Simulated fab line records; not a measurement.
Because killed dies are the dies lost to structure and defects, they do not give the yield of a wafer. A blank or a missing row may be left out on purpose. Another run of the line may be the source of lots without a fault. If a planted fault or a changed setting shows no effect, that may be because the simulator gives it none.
Matching of chambers / flow nand harc / 4 sister chambers for NHARC_P_BONDPAD_ETCH_12 on rie diel-08
The step etches the open film in CHF3/O2, target depth 200 nm, time 100 s. 8 wafers are shown with their chamber, then 6 later ones without.

## WAFERS WITH THEIR CHAMBER
wafer=L587.3; chamber=3; rf vpp V (V)=368.1; run length s (s)=121.1
wafer=L592.4; chamber=3; rf vpp V (V)=368.5; run length s (s)=121.4
wafer=L592.5; chamber=1; rf vpp V (V)=368.9; run length s (s)=122.2
wafer=L594.1; chamber=1; rf vpp V (V)=368.2; run length s (s)=121.7
wafer=L594.4; chamber=2; rf vpp V (V)=369.5; run length s (s)=121.4
wafer=L594.5; chamber=2; rf vpp V (V)=367.6; run length s (s)=121.4
wafer=L596.3; chamber=0; rf vpp V (V)=372.8; run length s (s)=121.0
wafer=L596.5; chamber=0; rf vpp V (V)=373.1; run length s (s)=121.2

## WAFERS WHOSE CHAMBER IS MISSING
wafer=L596.6; rf vpp V (V)=369.2; run length s (s)=122.1
wafer=L598.2; rf vpp V (V)=368.9; run length s (s)=122.0
wafer=L598.5; rf vpp V (V)=369.2; run length s (s)=122.1
wafer=L598.6; rf vpp V (V)=372.6; run length s (s)=121.2
wafer=L607.2; rf vpp V (V)=369.7; run length s (s)=121.6
wafer=L607.3; rf vpp V (V)=372.0; run length s (s)=121.2

## WHICH CHAMBER EACH WENT THROUGH
wafer=L596.6; from the rows above=1; in truth=1
wafer=L598.2; from the rows above=1; in truth=1
wafer=L598.5; from the rows above=1; in truth=1
wafer=L598.6; from the rows above=0; in truth=0
wafer=L607.2; from the rows above=can't be placed: 2 or 1 or 3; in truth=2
wafer=L607.3; from the rows above=0; in truth=0
Correct placement for 5 of the 6. From these rows, 1 cannot be placed; in 1 the true chamber is one of the candidates. 0 placed wrongly.
How it was worked out, from the rows above alone: a wafer's distance from a chamber is the root of the sum, over the readings, of the square of ((its reading less the chamber's mean) divided by the reading's scatter). If the next closest chamber is less than 2 further off than the closest, the wafer can't be placed; otherwise it belongs to the closest. For every chamber, the mean is computed from those of its wafers that are shown. The scatter: take each reading less its chamber's mean, square it, sum over the shown wafers, divide by the number of wafers less the number of chambers, and take the root.
